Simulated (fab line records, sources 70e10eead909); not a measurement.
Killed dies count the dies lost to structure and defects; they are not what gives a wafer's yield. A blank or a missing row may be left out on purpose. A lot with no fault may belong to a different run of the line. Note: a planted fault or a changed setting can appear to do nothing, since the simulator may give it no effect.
fab line records	flow nand_harc
record lots=13	wafers=39	last_day=33
route steps=1302 shown P_M0@275 A_M1@1195 A_BONDPAD@1215 END@1302
lots that met no fault: taken from a fault-free run of the same line
start_h: hours from the record's first day to the start of the lot's first wafer shown	wait_h: how many hours have passed since the lot's step before this one	" unchanged from the row above	L1.1+2: a single row standing in for several wafers	- value missing, or start not given	* or withheld: withheld	< > ~ a bound
route shown NAME@n: names a module that has steps shown in the file, with the first one's number in the route	usual: average and standard deviation across the fault-free wafers	same: alike in all rows	chamber/n: place in a boat	sites: readings site by site	_std_site: their standard deviation	_edge_site: outer sites' mean less inner sites'	radius_mm: how far each site lies from the wafer's centre	mask NAME#n: copy n	behind: tool/chamber where the wafer was last shaped	hold: reason for holding the lot/hours on hold/outcome of the hold	device: transistor that didn't switch, given as n, p or np	end of line: at the end of the route, the tests of the same wafers	step lacking rows: just its recipe	killed: at the first sort, the dies lost to defects and structure; wafer yield is something else	map: a wafer's dies, marking killed ones x, the rest . and places with no die _
set.NAME: the setting as run; set.NAME@STEP: as run at that earlier step	model.NAME: the simulator's own value behind a step, which no gauge read
the route's steps for a sample of lots (tables are steps, rows are wafers)
services: a tool's chamber out of use, with start hour (start_h, from the record's first day; less than 0 if before it), hours out, and reason
## steps
# step NHARC_P_M0_PVD_21
# recipe target_thk_a=300	chamber_pressure_pa=5	power_w=5000	substrate_temp_c=30	time_s=20.49	material=Cu
# usual throttle_valve_pct=29.9/0.94
lot.wafer	tool	chamber	start_h	wait_h	throttle_valve_pct
L499.2	pvd_sputter-02	-	126.79	-	28.7
L499.3	"	-	"	"	29.8
L499.5	"	-	"	"	28.9
L500.1	pvd_sputter-03	-	134.29	-	28.9
L500.2	"	-	"	"	31.2
L500.4	"	-	"	"	28.3
L501.1	pvd_sputter-02	-	146.64	-	30.0
L501.2	"	-	"	"	31.2
L501.6	"	-	"	"	31.5
L502.2	pvd_sputter-02	-	150.78	-	29.7
L502.6	"	-	"	"	29.5
L502.5	"	-	"	"	31.2
L503.2	pvd_sputter-03	-	165.88	-	28.1
L503.3	"	-	"	"	29.1
L503.6	"	-	"	"	31.1
L505.2	pvd_sputter-03	-	185.43	-	28.2
L505.3	"	-	"	"	28.7
L505.5	"	-	"	"	30.6
L511.1	pvd_sputter-03	-	253.26	-	31.0
L511.5	"	-	"	"	28.6
L511.6	"	-	"	"	30.9
L513.3	pvd_sputter-03	-	267.13	-	28.7
L513.6	"	-	"	"	28.7
L513.5	"	-	"	"	30.7
L515.2	pvd_sputter-01	-	288.89	-	30.2
L515.4	"	-	"	"	29.6
L515.5	"	-	"	"	30.3
L517.4	pvd_sputter-03	-	301.89	-	28.6
L517.5	"	-	"	"	30.9
L517.6	"	-	"	"	28.3
L519.1	pvd_sputter-02	-	317.59	-	29.7
L519.2	"	-	"	"	31.1
L519.3	"	-	"	"	28.7
L518.3	pvd_sputter-02	-	319.04	-	29.6
L518.1	"	-	"	"	31.1
L518.4	"	-	"	"	28.7
L522.2	pvd_sputter-02	-	360.81	-	29.4
L522.3	"	-	"	"	29.1
L522.5	"	-	"	"	29.4
# step NHARC_A_M1_CMP_23
# recipe t_overpolish_s=20	target_thk_nm=154.34
# usual motor_current_A=11.9/1.3	retaining_ring_pressure_frac=1.000/0.0047	time_to_endpoint_s=29.2/2.5
lot.wafer	tool	chamber	start_h	wait_h	motor_current_A	retaining_ring_pressure_frac	time_to_endpoint_s
L499.3	cmp-04	2	525.25	-	13.8	0.999	31.1
L499.2	"	1	"	"	11.8	1.000	26.0
L499.5	"	2	"	"	14.3	1.003	32.7
L500.1	cmp-03	2	538.83	-	10.8	0.997	32.1
L500.2	"	3	"	"	12.1	1.003	31.9
L500.4	"	0	"	"	12.4	1.002	32.3
L501.2	cmp-03	0	539.16	-	12.0	1.001	30.9
L501.1	"	2	"	"	11.1	1.002	28.4
L501.6	"	1	"	"	12.9	0.998	30.9
L502.6	cmp-02	3	541.28	-	12.0	1.001	28.3
L502.5	"	0	"	"	10.4	1.005	29.4
L503.3	cmp-04	3	557.50	-	10.3	0.996	35.7
L503.2	"	1	"	"	12.2	1.002	29.1
L503.6	"	2	"	"	14.0	0.997	32.8
L505.2	cmp-04	3	588.86	-	9.8	0.997	29.1
L505.3	"	1	"	"	12.1	0.999	24.3
L505.5	"	3	"	"	9.5	0.989	31.5
L511.1	cmp-04	2	663.33	-	14.2	0.996	28.3
L511.5	"	0	"	"	12.0	1.004	29.6
L511.6	"	1	"	"	12.4	1.004	26.6
L513.3	cmp-04	0	669.41	-	12.1	1.004	28.9
L513.5	"	2	"	"	14.8	0.998	30.0
L513.6	"	3	"	"	10.3	0.997	31.5
L515.2	cmp-02	3	687.70	-	12.0	0.997	28.3
L515.4	"	0	"	"	10.7	0.998	26.2
L515.5	"	3	"	"	11.8	1.005	28.3
L517.4	cmp-02	1	714.09	-	10.8	1.011	30.8
L517.5	"	3	"	"	12.7	0.997	28.9
L517.6	"	0	"	"	11.4	0.995	30.7
L519.3	cmp-04	3	718.89	-	9.7	1.002	32.7
L519.1	"	0	"	"	11.4	1.010	30.2
L519.2	"	2	"	"	14.1	1.005	28.8
L518.4	cmp-04	1	720.57	-	12.4	1.005	26.2
L518.3	"	2	"	"	13.1	1.004	26.2
L518.1	"	3	"	"	10.0	0.997	28.8
L522.2	cmp-02	2	762.58	-	13.4	0.994	26.1
L522.3	"	0	"	"	10.3	1.002	25.3
L522.5	"	2	"	"	13.4	1.003	26.5
# step NHARC_A_BONDPAD_CD_MEAS_09
# recipe target_cd_nm=500	landing_energy_ev=500
# usual cd_nm=499.3/1.8
lot.wafer	tool	chamber	start_h	wait_h	cd_nm
L499.2	cd_sem-03	0	527.52	-	495.6
L499.3	"	0	"	"	501.9
L499.5	"	0	"	"	498.3
L500.1	cd_sem-03	0	541.22	-	499.8
L500.2	"	0	"	"	495.3
L500.4	"	0	"	"	499.5
L501.1	cd_sem-02	0	541.56	-	500.4
L501.2	"	0	"	"	500.4
L501.6	"	0	"	"	502.8
L502.5	cd_sem-02	0	543.58	-	499.3
L502.6	"	0	"	"	501.6
L503.2	cd_sem-03	0	559.74	-	498.6
L503.3	"	0	"	"	498.7
L503.6	"	0	"	"	501.3
L505.2	cd_sem-03	0	591.25	-	502.9
L505.3	"	0	"	"	499.5
L505.5	"	0	"	"	497.5
L511.1	cd_sem-03	0	665.55	-	496.6
L511.5	"	0	"	"	500.7
L511.6	"	0	"	"	500.6
L513.3	cd_sem-02	0	671.80	-	498.5
L513.5	"	0	"	"	497.1
L513.6	"	0	"	"	498.7
L515.2	cd_sem-03	0	690.11	-	498.7
L515.4	"	0	"	"	496.7
L515.5	"	0	"	"	496.3
L517.4	cd_sem-02	0	716.34	-	495.8
L517.5	"	0	"	"	501.2
L517.6	"	0	"	"	499.5
L519.1	cd_sem-03	0	721.28	-	497.2
L519.2	"	0	"	"	497.2
L519.3	"	0	"	"	497.5
L518.1	cd_sem-02	0	722.98	-	501.3
L518.3	"	0	"	"	501.4
L518.4	"	0	"	"	499.7
L522.2	cd_sem-03	0	764.94	-	501.1
L522.3	"	0	"	"	497.3
L522.5	"	0	"	"	499.2
# step NHARC_A_BONDPAD_CD_MEAS_13
# usual cd_nm=499.0/2.1
lot.wafer	tool	chamber	start_h	wait_h	cd_nm
L499.2	cd_sem-03	-	528.09	-	495.5
L499.3	"	-	"	"	502.1
L499.5	"	-	"	"	497.9
L500.1	cd_sem-01	-	541.79	-	500.1
L500.2	"	-	"	"	494.7
L500.4	"	-	"	"	499.9
L501.1	cd_sem-03	-	542.13	-	500.7
L501.2	"	-	"	"	500.9
L501.6	"	-	"	"	502.9
L502.5	cd_sem-02	-	544.12	-	498.9
L502.6	"	-	"	"	502.3
L503.2	cd_sem-03	-	560.26	-	497.3
L503.3	"	-	"	"	497.5
L503.6	"	-	"	"	500.3
L505.2	cd_sem-01	-	591.79	-	502.8
L505.3	"	-	"	"	499.8
L505.5	"	-	"	"	496.9
L511.1	cd_sem-01	-	666.08	-	494.5
L511.5	"	-	"	"	499.1
L511.6	"	-	"	"	499.7
L513.3	cd_sem-02	-	672.33	-	497.1
L513.5	"	-	"	"	496.9
L513.6	"	-	"	"	498.5
L515.2	cd_sem-01	-	690.64	-	499.3
L515.4	"	-	"	"	496.3
L515.5	"	-	"	"	495.9
L517.4	cd_sem-02	-	716.87	-	495.1
L517.5	"	-	"	"	501.3
L517.6	"	-	"	"	498.7
L519.1	cd_sem-02	-	721.81	-	496.4
L519.2	"	-	"	"	494.7
L519.3	"	-	"	"	495.9
L518.1	cd_sem-03	-	723.50	-	501.8
L518.3	"	-	"	"	502.0
L518.4	"	-	"	"	498.8
L522.2	cd_sem-02	-	765.47	-	500.3
L522.3	"	-	"	"	496.2
L522.5	"	-	"	"	499.3
# step NHARC_END_SORT_01
# recipe temp_c=25
# usual defect_limited_yield=89.8/2.4	killed_at_array=64/16	killed_at_other=1.0/1.1	killed_at_periphery=3.5/2.3	killed_dies=69/17	killed_open=3.2/1.6	killed_short=2.4/1.6
# same gross_dies=677
lot.wafer	tool	chamber	start_h	wait_h	defect_limited_yield[%]	killed_at_array	killed_at_other	killed_at_periphery	killed_dies	killed_open	killed_short
L502.2	prober-02	0	584.34	2.8	3.0	54	2	601	657	4	2
L502.5	prober-02	0	586.75	3.7	89.8	66	0	3	69	6	0
L502.6	prober-02	0	587.55	4.0	92.5	51	0	0	51	1	2
L511.5	prober-01	0	702.41	3.7	91.0	57	1	3	61	7	2
L513.3	prober-02	0	708.60	3.1	91.6	47	1	9	57	3	2
L513.5	prober-02	0	710.18	3.7	92.9	40	0	8	48	4	3
L513.6	prober-02	0	710.97	4.0	91.4	48	0	10	58	5	4
L515.5	prober-02	0	727.62	3.7	90.0	60	0	8	68	1	3
# killed by level:class
L502.2 P_M0:area_pvd=597 A_CHANNEL_HOLE_D1:chamber_film_flake=29 A_CHANNEL_HOLE_D2:chamber_film_flake=16 A_DECK1_JOINT:chamber_film_flake=2 A_CHANNEL_FILL_D2:chamber_film_flake=2 A_M1:chamber_film_flake=2 P_GATE:geometric_particle:open=1 P_CONTACT:geometric_particle:short=1
L502.5 A_CHANNEL_HOLE_D1:chamber_film_flake=36 A_CHANNEL_HOLE_D2:chamber_film_flake=13 A_M1:geometric_particle:open=3 A_ZERO_WELL:chamber_film_flake=2 A_DECK1_JOINT:chamber_film_flake=2 A_CHANNEL_FILL_D2:chamber_film_flake=2 A_CONTACT:chamber_film_flake=2 A_BONDPAD:chamber_film_flake=2
L502.6 A_CHANNEL_HOLE_D1:chamber_film_flake=29 A_CHANNEL_HOLE_D2:chamber_film_flake=8 A_STAIRCASE:chamber_film_flake=3 A_WL_FILL:chamber_film_flake=3 A_ONON_D1:geometric_particle:short=1 A_ONON_D2:geometric_particle:short=1 A_ONON_D2:geometric_particle:open=1 A_ZERO_WELL:chamber_film_flake=1
L511.5 A_CHANNEL_HOLE_D2:chamber_film_flake=29 A_CHANNEL_HOLE_D1:chamber_film_flake=7 A_CONTACT:chamber_film_flake=7 A_SLIT:chamber_film_flake=4 A_DECK1_JOINT:chamber_film_flake=3 A_ONON_D2:geometric_particle:open=2 P_CONTACT:geometric_particle:open=1 P_M1:geometric_particle:open=1
L513.3 A_CHANNEL_HOLE_D2:chamber_film_flake=20 A_CHANNEL_HOLE_D1:chamber_film_flake=13 A_SLIT:chamber_film_flake=6 P_M0:chamber_film_flake=4 P_BONDPAD:chamber_film_flake=2 A_STAIRCASE:chamber_film_flake=2 P_STI:geometric_particle:open=1 A_CHANNEL_HOLE_D1:geometric_particle:short=1
L513.5 A_CHANNEL_HOLE_D2:chamber_film_flake=18 A_CHANNEL_HOLE_D1:chamber_film_flake=9 A_STAIRCASE:chamber_film_flake=4 A_SLIT:chamber_film_flake=3 P_GATE:geometric_particle:open=2 P_M0:chamber_film_flake=2 P_BONDPAD:chamber_film_flake=2 A_ZERO_WELL:chamber_film_flake=2
L513.6 A_CHANNEL_HOLE_D2:chamber_film_flake=22 A_CHANNEL_HOLE_D1:chamber_film_flake=10 P_BONDPAD:chamber_film_flake=5 A_STAIRCASE:chamber_film_flake=4 A_WL_FILL:geometric_particle:open=3 P_M0:chamber_film_flake=3 A_SLIT:chamber_film_flake=2 A_CONTACT:chamber_film_flake=2
L515.5 A_SLIT:chamber_film_flake=21 A_CHANNEL_HOLE_D2:chamber_film_flake=20 A_CHANNEL_HOLE_D1:chamber_film_flake=8 P_CONTACT:chamber_film_flake=4 A_CHANNEL_FILL_D1:geometric_particle:short=3 P_STI:chamber_film_flake=3 A_CONTACT:chamber_film_flake=3 A_STAIRCASE:chamber_film_flake=2
## services
tool	chamber	start_h	hours	kind
pvd_sputter-02	-	104.00	10.0	pm
cmp-04	-	111.05	4.0	pm
pvd_sputter-03	-	137.86	2.8	repair
cmp-04	-	160.93	3.5	repair
pvd_sputter-03	-	181.29	1.3	repair
cmp-04	-	209.05	4.0	pm
pvd_sputter-02	-	239.40	1.9	repair
pvd_sputter-02	-	243.30	18.0	repair
cmp-04	-	274.15	0.7	repair
pvd_sputter-02	-	282.00	10.0	pm
cmp-04	-	307.08	4.0	pm
cmp-04	-	314.88	0.8	repair
pvd_sputter-03	-	348.04	10.0	pm
cmp-04	-	349.66	6.4	repair
pvd_sputter-03	-	372.80	1.9	repair
cmp-04	-	405.08	4.0	pm
cmp-04	-	411.03	0.6	repair
pvd_sputter-03	-	454.60	1.1	repair
pvd_sputter-02	-	460.00	10.0	pm
cmp-04	-	462.91	1.4	repair
cmp-04	-	503.08	4.0	pm
cmp-04	-	601.08	4.0	pm
cmp-04	-	699.08	4.0	pm
cmp-04	-	748.18	1.5	repair
## key
first_sign step=NHARC_END_SORT_01	reading=killed_at_periphery	direction=up	sigmas=99+	usual=3.5	struck=601
effect step=NHARC_END_SORT_01	reading=defect_limited_yield	direction=down	sigmas=36	usual=89.8	struck=3.0
more_kills_born_at NHARC_P_M0_PVD_21@pvd_sputter-02=597
met_at NHARC_P_M0_PVD_21
struck_lots L502
struck_wafers L502.2
later_rows_left_out L502.2
not_acting_at NHARC_A_M1_CMP_23,NHARC_A_BONDPAD_CD_MEAS_09,NHARC_A_BONDPAD_CD_MEAS_13
fault kind=process_parameter_drift	tool=pvd_sputter-02	chamber=-	onset_h=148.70	steps=NHARC_P_M0_PVD_21	channel=target_thk_a	offset=*	shape=step	end_h=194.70	acts_in=*	stated=*	scope=struck_wafers_only
# later_rows_left_out: the simulator's readings of these wafers behind a module that went badly wrong aren't trusted and aren't shown, but for the sort
